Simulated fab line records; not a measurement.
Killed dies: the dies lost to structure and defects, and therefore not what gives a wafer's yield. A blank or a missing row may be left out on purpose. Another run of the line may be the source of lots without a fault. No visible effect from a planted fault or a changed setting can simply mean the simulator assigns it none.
Which of the tools did it? || flow nand_harc || 13 lots, 37 wafers sampled, at 5 steps of a route of 1159

WHAT THE GAUGES SHOWED, per wafer
NHARC_END_SORT_01. Usual: killed_at_array 25, standard deviation 9.2; killed_at_other 0.9, standard deviation 1.3; killed_at_periphery 3.3, standard deviation 2.3; killed_dies 29, standard deviation 9.6; killed_open 3.2, standard deviation 1.8; killed_short 2, standard deviation 1.4.
{"lot": "L550", "measured": "day 20 19:29", "on": "prober-01", "killed_at_array": "15 673 24", "killed_at_other": "0 0 0", "killed_at_periphery": "1 4 4", "killed_dies": "16 677 28", "killed_open": "2 2 1", "killed_short": "0 5 1", "flag": "OFF"}
{"lot": "L552", "measured": "day 21 17:50", "on": "prober-01", "killed_at_array": "23 670", "killed_at_other": "1 0", "killed_at_periphery": "5 7", "killed_dies": "29 677", "killed_open": "4 6", "killed_short": "3 2", "flag": "OFF"}
{"lot": "L554", "measured": "day 21 18:38", "on": "prober-02", "killed_at_array": "673 673", "killed_at_other": "1 1", "killed_at_periphery": "3 3", "killed_dies": "677 677", "killed_open": "4 2", "killed_short": "3 1", "flag": "OFF"}

WHAT TOOL EACH LOT RAN ON (gives the tool, then ch and the chambers of the sampled wafers, and finally the start)
{"lot": "L544", "NHARC_A_STAIRCASE_ETCH_292": "rie_diel-05 ch 1,2,3, day 11 19:43", "NHARC_A_STAIRCASE_HM_OPEN_463": "rie_diel-13 ch 0,2,3, day 12 00:59", "NHARC_A_STAIRCASE_ETCHBACK_416": "rie_diel-13 ch 0,2,3, day 12 10:13 or earlier", "NHARC_A_STAIRCASE_ALD_420": "ald_hk-01 ch 0,2,3, day 12 10:13"}
{"lot": "L545", "NHARC_A_STAIRCASE_ETCH_292": "rie_diel-05 ch 1,2,3, day 11 21:43", "NHARC_A_STAIRCASE_HM_OPEN_463": "rie_diel-02 ch 0,1,2, day 12 03:10", "NHARC_A_STAIRCASE_ETCHBACK_416": "rie_diel-02 ch 0,2,3, day 12 10:15 or earlier", "NHARC_A_STAIRCASE_ALD_420": "ald_hk-02 ch 0,1,2, day 12 10:15"}
{"lot": "L546", "NHARC_A_STAIRCASE_ETCH_292": "rie_diel-02 ch 0,1,2, day 12 02:54", "NHARC_A_STAIRCASE_HM_OPEN_463": "rie_diel-05 ch 0,1,2, day 12 08:12", "NHARC_A_STAIRCASE_ETCHBACK_416": "rie_diel-13 ch 2,3, day 12 16:43 or earlier", "NHARC_A_STAIRCASE_ALD_420": "ald_hk-01 ch 0,3, day 12 16:43"}
{"lot": "L547", "NHARC_A_STAIRCASE_ETCH_292": "rie_diel-13 ch 0,3, day 12 03:58", "NHARC_A_STAIRCASE_HM_OPEN_463": "rie_diel-02 ch 1,3, day 12 09:11", "NHARC_A_STAIRCASE_ETCHBACK_416": "rie_diel-05 ch 1,2,3, day 12 17:02 or earlier", "NHARC_A_STAIRCASE_ALD_420": "ald_hk-03 ch 1,2,3, day 12 17:02"}
{"lot": "L550", "NHARC_A_STAIRCASE_ETCH_292": "rie_diel-05 ch 0,1,3, day 13 16:52", "NHARC_A_STAIRCASE_HM_OPEN_463": "rie_diel-05 ch 0,2,3, day 13 23:35", "NHARC_A_STAIRCASE_ETCHBACK_416": "rie_diel-02 ch 0,1,2, day 14 07:07 or earlier", "NHARC_A_STAIRCASE_ALD_420": "ald_hk-03 ch 0,2,3, day 14 07:07"}
{"lot": "L552", "NHARC_A_STAIRCASE_ETCH_292": "rie_diel-13 ch 0,1, day 13 22:09", "NHARC_A_STAIRCASE_HM_OPEN_463": "rie_diel-05 ch 2,3, day 14 03:29", "NHARC_A_STAIRCASE_ETCHBACK_416": "rie_diel-02 ch 1,3, day 14 08:42", "NHARC_A_STAIRCASE_ALD_420": "ald_hk-02 ch 0,1, day 14 13:26"}
{"lot": "L554", "NHARC_A_STAIRCASE_ETCH_292": "rie_diel-02 ch 0,3, day 13 23:18", "NHARC_A_STAIRCASE_HM_OPEN_463": "rie_diel-05 ch 0,3, day 14 04:40", "NHARC_A_STAIRCASE_ETCHBACK_416": "rie_diel-02 ch 0,3, day 14 12:39 or earlier", "NHARC_A_STAIRCASE_ALD_420": "ald_hk-02 ch 1,2, day 14 12:39"}
{"lot": "L556", "NHARC_A_STAIRCASE_ETCH_292": "rie_diel-13 ch 0,2,3, day 14 21:21", "NHARC_A_STAIRCASE_HM_OPEN_463": "rie_diel-13 ch 0,2,3, day 15 05:37", "NHARC_A_STAIRCASE_ETCHBACK_416": "rie_diel-02 ch 0,1, day 15 13:28 or earlier", "NHARC_A_STAIRCASE_ALD_420": "ald_hk-02 ch 0,2,3, day 15 13:28"}
{"lot": "L557", "NHARC_A_STAIRCASE_ETCH_292": "rie_diel-05 ch 0,1,3, day 14 21:38", "NHARC_A_STAIRCASE_HM_OPEN_463": "rie_diel-13 ch 1,2,3, day 15 07:05", "NHARC_A_STAIRCASE_ETCHBACK_416": "rie_diel-02 ch 0,1,2, day 15 12:37", "NHARC_A_STAIRCASE_ALD_420": "ald_hk-03 ch 1,2,3, day 15 17:00"}
{"lot": "L561", "NHARC_A_STAIRCASE_ETCH_292": "rie_diel-13 ch 1,2,3, day 15 19:19", "NHARC_A_STAIRCASE_HM_OPEN_463": "rie_diel-13 ch 0,1,2, day 16 00:37", "NHARC_A_STAIRCASE_ETCHBACK_416": "rie_diel-02 ch 0,2,3, day 16 10:52 or earlier", "NHARC_A_STAIRCASE_ALD_420": "ald_hk-03 ch 0,1,2, day 16 10:52"}
{"lot": "L563", "NHARC_A_STAIRCASE_ETCH_292": "rie_diel-13 ch 1,2, day 16 05:36", "NHARC_A_STAIRCASE_HM_OPEN_463": "rie_diel-13 ch 0,1,2, day 16 12:56", "NHARC_A_STAIRCASE_ETCHBACK_416": "rie_diel-13 ch 0,2, day 16 18:54 or earlier", "NHARC_A_STAIRCASE_ALD_420": "ald_hk-01 ch 0,2, day 16 18:54"}
{"lot": "L566", "NHARC_A_STAIRCASE_ETCH_292": "rie_diel-05 ch 0,3, day 16 17:00", "NHARC_A_STAIRCASE_HM_OPEN_463": "rie_diel-13 ch 0,2,3, day 16 23:33", "NHARC_A_STAIRCASE_ETCHBACK_416": "rie_diel-02 ch 1,2,3, day 17 07:22 or earlier", "NHARC_A_STAIRCASE_ALD_420": "ald_hk-03 ch 2,3, day 17 07:22"}
{"lot": "L567", "NHARC_A_STAIRCASE_ETCH_292": "rie_diel-13 ch 1,2, day 17 07:28", "NHARC_A_STAIRCASE_HM_OPEN_463": "rie_diel-02 ch 0,1,2, day 17 15:11", "NHARC_A_STAIRCASE_ETCHBACK_416": "rie_diel-13 ch 1,3, day 17 23:49 or earlier", "NHARC_A_STAIRCASE_ALD_420": "ald_hk-02 ch 0,1,2, day 17 23:49"}
- NHARC_A_STAIRCASE_ETCH_292: etches the open film in CF4/CHF3.
- NHARC_A_STAIRCASE_HM_OPEN_463: chemistry O2/COS.
- NHARC_A_STAIRCASE_ETCHBACK_416: etches the open film in C4F8/O2/Ar, target depth 36 nm, time 7.2 s.
- NHARC_A_STAIRCASE_ALD_420: deposits SiO2, target thk 20 nm, pulse time 6 s, ald cycles 200.

WHAT THE TOOLS THEMSELVES READ (means of the sampled wafers that have a number; where no wafer has one, the mark that the record gives instead)
NHARC_A_STAIRCASE_ETCH_292. Usual: drypump_motor_current_A 5.7 A, standard deviation 0.35; oes_product_au 0.949 a.u., standard deviation 0.021; rf_vpp_V 370.1 V, standard deviation 2.4; showerhead_plenum_p_Torr 1.56 Torr, standard deviation 0.064; throttle_valve_pct 16.803 %, standard deviation 0.0092.
{"lot": "L544", "tool": "rie_diel-05", "drypump_motor_current_A (A)": 5.5, "oes_product_au (a.u.)": 0.964, "rf_vpp_V (V)": 371.2, "showerhead_plenum_p_Torr (Torr)": 1.58, "throttle_valve_pct (%)": 16.800, "flag": ""}
{"lot": "L545", "tool": "rie_diel-05", "drypump_motor_current_A (A)": 5.5, "oes_product_au (a.u.)": 0.968, "rf_vpp_V (V)": 370.7, "showerhead_plenum_p_Torr (Torr)": 1.58, "throttle_valve_pct (%)": 16.795, "flag": ""}
{"lot": "L546", "tool": "rie_diel-02", "drypump_motor_current_A (A)": 5.6, "oes_product_au (a.u.)": 0.946, "rf_vpp_V (V)": 371.7, "showerhead_plenum_p_Torr (Torr)": 1.63, "throttle_valve_pct (%)": 16.795, "flag": ""}
{"lot": "L547", "tool": "rie_diel-13", "drypump_motor_current_A (A)": 5.7, "oes_product_au (a.u.)": 0.944, "rf_vpp_V (V)": 369.8, "showerhead_plenum_p_Torr (Torr)": 1.54, "throttle_valve_pct (%)": 16.796, "flag": ""}
{"lot": "L550", "tool": "rie_diel-05", "drypump_motor_current_A (A)": 5.7, "oes_product_au (a.u.)": 0.966, "rf_vpp_V (V)": 370.0, "showerhead_plenum_p_Torr (Torr)": 1.57, "throttle_valve_pct (%)": 16.797, "flag": ""}
{"lot": "L552", "tool": "rie_diel-13", "drypump_motor_current_A (A)": 5.7, "oes_product_au (a.u.)": 0.916, "rf_vpp_V (V)": 369.0, "showerhead_plenum_p_Torr (Torr)": 1.52, "throttle_valve_pct (%)": 16.806, "flag": ""}
{"lot": "L554", "tool": "rie_diel-02", "drypump_motor_current_A (A)": 5.9, "oes_product_au (a.u.)": 0.917, "rf_vpp_V (V)": 369.1, "showerhead_plenum_p_Torr (Torr)": 1.53, "throttle_valve_pct (%)": 16.807, "flag": ""}
{"lot": "L556", "tool": "rie_diel-13", "drypump_motor_current_A (A)": 5.6, "oes_product_au (a.u.)": 0.971, "rf_vpp_V (V)": 370.2, "showerhead_plenum_p_Torr (Torr)": 1.55, "throttle_valve_pct (%)": 16.802, "flag": ""}
{"lot": "L557", "tool": "rie_diel-05", "drypump_motor_current_A (A)": 5.7, "oes_product_au (a.u.)": 0.941, "rf_vpp_V (V)": 369.9, "showerhead_plenum_p_Torr (Torr)": 1.56, "throttle_valve_pct (%)": 16.799, "flag": ""}
{"lot": "L561", "tool": "rie_diel-13", "drypump_motor_current_A (A)": 5.7, "oes_product_au (a.u.)": 0.965, "rf_vpp_V (V)": 368.3, "showerhead_plenum_p_Torr (Torr)": 1.52, "throttle_valve_pct (%)": 16.800, "flag": ""}
{"lot": "L563", "tool": "rie_diel-13", "drypump_motor_current_A (A)": 5.6, "oes_product_au (a.u.)": 0.938, "rf_vpp_V (V)": 368.7, "showerhead_plenum_p_Torr (Torr)": 1.51, "throttle_valve_pct (%)": 16.808, "flag": ""}
{"lot": "L566", "tool": "rie_diel-05", "drypump_motor_current_A (A)": 5.6, "oes_product_au (a.u.)": 0.931, "rf_vpp_V (V)": 371.3, "showerhead_plenum_p_Torr (Torr)": 1.59, "throttle_valve_pct (%)": 16.801, "flag": ""}
{"lot": "L567", "tool": "rie_diel-13", "drypump_motor_current_A (A)": 5.6, "oes_product_au (a.u.)": 0.967, "rf_vpp_V (V)": 368.8, "showerhead_plenum_p_Torr (Torr)": 1.51, "throttle_valve_pct (%)": 16.806, "flag": ""}

NHARC_A_STAIRCASE_HM_OPEN_463. Usual: drypump_motor_current_A 5.7 A, standard deviation 0.35; oes_product_au 0.997 a.u., standard deviation 0.011; rf_vpp_V 466 V, standard deviation 3; showerhead_plenum_p_Torr 3.09 Torr, standard deviation 0.13; throttle_valve_pct 28.329 %, standard deviation 0.0087.
{"lot": "L544", "tool": "rie_diel-13", "drypump_motor_current_A (A)": 5.7, "oes_product_au (a.u.)": 0.994, "rf_vpp_V (V)": 466, "showerhead_plenum_p_Torr (Torr)": 3.08, "throttle_valve_pct (%)": 28.331, "flag": ""}
{"lot": "L545", "tool": "rie_diel-02", "drypump_motor_current_A (A)": 5.6, "oes_product_au (a.u.)": 1.009, "rf_vpp_V (V)": 470, "showerhead_plenum_p_Torr (Torr)": 3.23, "throttle_valve_pct (%)": 28.320, "flag": ""}
{"lot": "L546", "tool": "rie_diel-05", "drypump_motor_current_A (A)": 5.9, "oes_product_au (a.u.)": 0.988, "rf_vpp_V (V)": 467, "showerhead_plenum_p_Torr (Torr)": 3.11, "throttle_valve_pct (%)": 28.326, "flag": ""}
{"lot": "L547", "tool": "rie_diel-02", "drypump_motor_current_A (A)": 6.3, "oes_product_au (a.u.)": 0.993, "rf_vpp_V (V)": 464, "showerhead_plenum_p_Torr (Torr)": 2.97, "throttle_valve_pct (%)": 28.325, "flag": ""}
{"lot": "L550", "tool": "rie_diel-05", "drypump_motor_current_A (A)": 5.7, "oes_product_au (a.u.)": 0.963, "rf_vpp_V (V)": 468, "showerhead_plenum_p_Torr (Torr)": 3.17, "throttle_valve_pct (%)": 28.327, "flag": "OFF"}
{"lot": "L552", "tool": "rie_diel-05", "drypump_motor_current_A (A)": 5.4, "oes_product_au (a.u.)": 0.929, "rf_vpp_V (V)": 470, "showerhead_plenum_p_Torr (Torr)": 3.19, "throttle_valve_pct (%)": 28.326, "flag": "OFF"}
{"lot": "L554", "tool": "rie_diel-05", "drypump_motor_current_A (A)": 5.8, "oes_product_au (a.u.)": 0.891, "rf_vpp_V (V)": 468, "showerhead_plenum_p_Torr (Torr)": 3.16, "throttle_valve_pct (%)": 28.329, "flag": "OFF"}
{"lot": "L556", "tool": "rie_diel-13", "drypump_motor_current_A (A)": 5.7, "oes_product_au (a.u.)": 0.996, "rf_vpp_V (V)": 466, "showerhead_plenum_p_Torr (Torr)": 3.07, "throttle_valve_pct (%)": 28.327, "flag": ""}
{"lot": "L557", "tool": "rie_diel-13", "drypump_motor_current_A (A)": 5.7, "oes_product_au (a.u.)": 1.008, "rf_vpp_V (V)": 464, "showerhead_plenum_p_Torr (Torr)": 3.01, "throttle_valve_pct (%)": 28.336, "flag": ""}
{"lot": "L561", "tool": "rie_diel-13", "drypump_motor_current_A (A)": 5.6, "oes_product_au (a.u.)": 0.991, "rf_vpp_V (V)": 466, "showerhead_plenum_p_Torr (Torr)": 3.08, "throttle_valve_pct (%)": 28.325, "flag": ""}
{"lot": "L563", "tool": "rie_diel-13", "drypump_motor_current_A (A)": 5.6, "oes_product_au (a.u.)": 1.002, "rf_vpp_V (V)": 466, "showerhead_plenum_p_Torr (Torr)": 3.07, "throttle_valve_pct (%)": 28.325, "flag": ""}
{"lot": "L566", "tool": "rie_diel-13", "drypump_motor_current_A (A)": 5.7, "oes_product_au (a.u.)": 0.993, "rf_vpp_V (V)": 466, "showerhead_plenum_p_Torr (Torr)": 3.06, "throttle_valve_pct (%)": 28.319, "flag": ""}
{"lot": "L567", "tool": "rie_diel-02", "drypump_motor_current_A (A)": 5.6, "oes_product_au (a.u.)": 1.003, "rf_vpp_V (V)": 469, "showerhead_plenum_p_Torr (Torr)": 3.21, "throttle_valve_pct (%)": 28.328, "flag": ""}

NHARC_A_STAIRCASE_ETCHBACK_416. Usual: oes_product_au 0.94 a.u., standard deviation 0.033; rf_vpp_V 723 V, standard deviation 5.
{"lot": "L544", "tool": "rie_diel-13", "oes_product_au (a.u.)": 0.92, "rf_vpp_V (V)": 722, "flag": ""}
{"lot": "L545", "tool": "rie_diel-02", "oes_product_au (a.u.)": 0.93, "rf_vpp_V (V)": 724, "flag": ""}
{"lot": "L546", "tool": "rie_diel-13", "oes_product_au (a.u.)": 0.99, "rf_vpp_V (V)": 724, "flag": ""}
{"lot": "L547", "tool": "rie_diel-05", "oes_product_au (a.u.)": 0.92, "rf_vpp_V (V)": 724, "flag": ""}
{"lot": "L550", "tool": "rie_diel-02", "oes_product_au (a.u.)": 0.92, "rf_vpp_V (V)": 727, "flag": ""}
{"lot": "L552", "tool": "rie_diel-02", "oes_product_au (a.u.)": 0.92, "rf_vpp_V (V)": 719, "flag": ""}
{"lot": "L554", "tool": "rie_diel-02", "oes_product_au (a.u.)": 0.92, "rf_vpp_V (V)": 720, "flag": ""}
{"lot": "L556", "tool": "rie_diel-02", "oes_product_au (a.u.)": 0.99, "rf_vpp_V (V)": 724, "flag": ""}
{"lot": "L557", "tool": "rie_diel-02", "oes_product_au (a.u.)": 1.00, "rf_vpp_V (V)": 726, "flag": ""}
{"lot": "L561", "tool": "rie_diel-02", "oes_product_au (a.u.)": 0.93, "rf_vpp_V (V)": 729, "flag": ""}
{"lot": "L563", "tool": "rie_diel-13", "oes_product_au (a.u.)": 0.92, "rf_vpp_V (V)": 725, "flag": ""}
{"lot": "L566", "tool": "rie_diel-02", "oes_product_au (a.u.)": 0.93, "rf_vpp_V (V)": 727, "flag": ""}
{"lot": "L567", "tool": "rie_diel-13", "oes_product_au (a.u.)": 0.91, "rf_vpp_V (V)": 715, "flag": ""}

NHARC_A_STAIRCASE_ALD_420. Usual: heater_power_outer_w 273 W, standard deviation 26; heater_power_w 481 W, standard deviation 36; precursor_pulse_height_rel 0.999, standard deviation 0.019.
{"lot": "L544", "tool": "ald_hk-01", "heater_power_outer_w (W)": 271, "heater_power_w (W)": 490, "precursor_pulse_height_rel": 0.994, "flag": ""}
{"lot": "L545", "tool": "ald_hk-02", "heater_power_outer_w (W)": 284, "heater_power_w (W)": 488, "precursor_pulse_height_rel": 0.994, "flag": ""}
{"lot": "L546", "tool": "ald_hk-01", "heater_power_outer_w (W)": 264, "heater_power_w (W)": 483, "precursor_pulse_height_rel": 0.991, "flag": ""}
{"lot": "L547", "tool": "ald_hk-03", "heater_power_outer_w (W)": 265, "heater_power_w (W)": 477, "precursor_pulse_height_rel": 0.991, "flag": ""}
{"lot": "L550", "tool": "ald_hk-03", "heater_power_outer_w (W)": 283, "heater_power_w (W)": 506, "precursor_pulse_height_rel": 0.996, "flag": ""}
{"lot": "L552", "tool": "ald_hk-02", "heater_power_outer_w (W)": 262, "heater_power_w (W)": 466, "precursor_pulse_height_rel": 0.994, "flag": ""}
{"lot": "L554", "tool": "ald_hk-02", "heater_power_outer_w (W)": 281, "heater_power_w (W)": 498, "precursor_pulse_height_rel": 0.994, "flag": ""}
{"lot": "L556", "tool": "ald_hk-02", "heater_power_outer_w (W)": 284, "heater_power_w (W)": 478, "precursor_pulse_height_rel": 0.992, "flag": ""}
{"lot": "L557", "tool": "ald_hk-03", "heater_power_outer_w (W)": 261, "heater_power_w (W)": 483, "precursor_pulse_height_rel": 1.005, "flag": ""}
{"lot": "L561", "tool": "ald_hk-03", "heater_power_outer_w (W)": 261, "heater_power_w (W)": 472, "precursor_pulse_height_rel": 0.979, "flag": ""}
{"lot": "L563", "tool": "ald_hk-01", "heater_power_outer_w (W)": 277, "heater_power_w (W)": 496, "precursor_pulse_height_rel": 1.014, "flag": ""}
{"lot": "L566", "tool": "ald_hk-03", "heater_power_outer_w (W)": 273, "heater_power_w (W)": 507, "precursor_pulse_height_rel": 0.997, "flag": ""}
{"lot": "L567", "tool": "ald_hk-02", "heater_power_outer_w (W)": 274, "heater_power_w (W)": 478, "precursor_pulse_height_rel": 1.001, "flag": ""}

THE ANSWER, worked out from the rows above alone
Rule: lot off if the mean of its wafers having a number is beyond 3 standard deviations from the usual mean. Also off: a lot with no number at a reading for which 4 or more lots have one. Where the step has rows for the other lots, those lots are counted as sound. After the gauges, taken in route order, come the tools' own readings; for these a lot's mean is taken, as printed above. At the first step where some lot is off, the reading lying furthest off is the one used; lots without a number count as furthest.
Off, at NHARC_END_SORT_01 on killed_at_array: L550, L552, L554. Neither off nor sound, because the step has no rows for them: L544, L545, L546, L547, L556, L557, L561, L563, L566, L567.
If a tool, at a process step before that reading, ran all the lots that are off and no sound lot after the first of them, it fits. Not tried: the gauges at NHARC_END_SORT_01; whatever is off there is also off at NHARC_A_STAIRCASE_HM_OPEN_463, on other tools, and gauge error can't account for it. NHARC_A_STAIRCASE_ETCHBACK_416 gives no start for some lots, so the hours and the order of its lots are those of NHARC_A_STAIRCASE_ALD_420. 2 tools fit, rie_diel-05 at NHARC_A_STAIRCASE_HM_OPEN_463 and rie_diel-02 at NHARC_A_STAIRCASE_ETCHBACK_416, so this cannot tell which one it is.

WHAT THE SIMULATOR HAD PUT IN
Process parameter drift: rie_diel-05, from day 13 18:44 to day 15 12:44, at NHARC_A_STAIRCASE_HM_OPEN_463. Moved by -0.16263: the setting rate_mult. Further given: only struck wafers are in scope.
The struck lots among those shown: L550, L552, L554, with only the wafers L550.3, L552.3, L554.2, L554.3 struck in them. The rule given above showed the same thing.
